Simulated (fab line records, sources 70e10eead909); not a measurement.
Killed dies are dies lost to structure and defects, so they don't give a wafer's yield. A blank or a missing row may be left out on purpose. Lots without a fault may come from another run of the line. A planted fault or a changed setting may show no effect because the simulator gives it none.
Which tool did it? | flow nand_harc | 12 lots, 36 wafers sampled, at 5 steps of a route of 1159

WHAT THE GAUGES READ, wafer by wafer
NHARC_A_SGD_CUT_INSPECT_25.
lot  | measured     | on                | raw_defect_count
L077 | day 14 14:28 | defect_inspect-02 | 233 218 207
L078 | day 14 21:30 | defect_inspect-02 | 409 245 378
L079 | day 15 16:41 | defect_inspect-02 | 423 349 341
L084 | day 16 07:02 | defect_inspect-01 | 314 345 324
L082 | day 16 06:52 | defect_inspect-02 | 221 199 263
L086 | day 17 06:10 | defect_inspect-02 | 221 232 274
L087 | day 17 06:19 | defect_inspect-01 | 325 452 384
L089 | day 18 05:52 | defect_inspect-02 | 336 546 449
L090 | day 18 10:30 | defect_inspect-01 | 349 285 287
L094 | day 18 20:05 | defect_inspect-01 | 295 299 269
L095 | day 19 13:05 | defect_inspect-01 | 423 347 294
L096 | day 20 06:55 | defect_inspect-01 | 272 491 437

WHICH TOOL RAN EACH LOT (tool, then ch and the chambers of the sampled wafers, then the start)
lot  | NHARC_A_STAIRCASE_DEP_151       | NHARC_A_STAIRCASE_STRIP_446          | NHARC_A_SGD_CUT_ETCH_59                       | NHARC_A_SGD_CUT_ETCHBACK_24
L077 | pecvd-04 ch 1,2, day 13 02:26   | plasma_asher-01 ch 0,1, day 14 04:53 | rie_diel-06 ch 0,1,2, day 14 14:16 or earlier | rie_diel-04 ch 0,2,3, day 14 14:16
L078 | pecvd-01 ch 0,2, day 13 08:19   | plasma_asher-02 ch 0,1, day 14 09:36 | rie_diel-04 ch 0,2,3, day 14 21:16 or earlier | rie_diel-04 ch 0,1, day 14 21:16
L079 | pecvd-04 ch 1,2, day 13 23:47   | plasma_asher-01 ch 0,1, day 15 04:55 | rie_diel-06 ch 0,2,3, day 15 16:28 or earlier | rie_diel-06 ch 0,1,2, day 15 16:28
L084 | pecvd-01 ch 1,2, day 14 13:55   | plasma_asher-02 ch 0,1, day 15 20:32 | rie_diel-06 ch 0,2,3, day 16 06:48 or earlier | rie_diel-04 ch 0,1,3, day 16 06:48
L082 | pecvd-02 ch 0,1, day 14 14:25   | plasma_asher-02 ch 0,1, day 15 21:55 | rie_diel-04 ch 0,3, day 16 06:40 or earlier   | rie_diel-10 ch 0,1,2, day 16 06:40
L086 | pecvd-01 ch 0,2, day 15 15:47   | plasma_asher-01 ch 0,1, day 16 20:24 | rie_diel-10 ch 0,2,3, day 17 05:57 or earlier | rie_diel-10 ch 0,1,2, day 17 05:57
L087 | pecvd-04 ch 0,1,2, day 15 19:34 | plasma_asher-02 ch 0,1, day 16 20:27 | rie_diel-06 ch 0,1,2, day 17 06:07 or earlier | rie_diel-04 ch 1,2,3, day 17 06:07
L089 | pecvd-04 ch 1,2, day 16 13:24   | plasma_asher-02 ch 0,1, day 17 19:50 | rie_diel-04 ch 1,2,3, day 18 05:37 or earlier | rie_diel-10 ch 0,2,3, day 18 05:37
L090 | pecvd-02 ch 0,2, day 16 20:15   | plasma_asher-01 ch 0,1, day 18 01:02 | rie_diel-10 ch 1,2,3, day 18 10:18 or earlier | rie_diel-10 ch 0,1,2, day 18 10:18
L094 | pecvd-04 ch 0,1,2, day 17 07:16 | plasma_asher-02 ch 0,1, day 18 10:32 | rie_diel-10 ch 0,3, day 18 19:52 or earlier   | rie_diel-10 ch 0,1,3, day 18 19:52
L095 | pecvd-04 ch 0,2, day 17 21:06   | plasma_asher-01 ch 0,1, day 19 01:36 | rie_diel-10 ch 0,1,2, day 19 12:24 or earlier | rie_diel-04 ch 1,2,3, day 19 12:24
L096 | pecvd-02 ch 0,1, day 18 12:37   | plasma_asher-02 ch 0,1, day 19 20:38 | rie_diel-10 ch 0,1,2, day 20 06:38 or earlier | rie_diel-04 ch 1,2,3, day 20 06:38
- NHARC_A_STAIRCASE_DEP_151: deposits SiO2, target thk 3800 nm.
- NHARC_A_STAIRCASE_STRIP_446: strips in O2.
- NHARC_A_SGD_CUT_ETCH_59: etches the open film in N2/H2, target depth 260 nm, time 406.25 s.
- NHARC_A_SGD_CUT_ETCHBACK_24: etches the open film in CH3F/O2, target depth 50 nm, time 92.857 s.

THE ANSWER, worked out from the rows above alone
Rule: what is usual is taken from the lots themselves. Put in order of their means at a reading, lots are off if they are a third of the lots or fewer, leave a main group of 4 or more, and stand apart from it by a gap of 3 or more times the standard deviation of the main group's means; of several such gaps the widest counts. A main group whose means are all the same, to the digits that the tables above print for the reading, isn't used. A lot without any number at a reading at which 4 lots or more have one is off too. The other lots that the step has rows for count as sound.
No lot is off at any reading shown: from this, nothing can be told.

WHAT THE SIMULATOR HAD PUT IN
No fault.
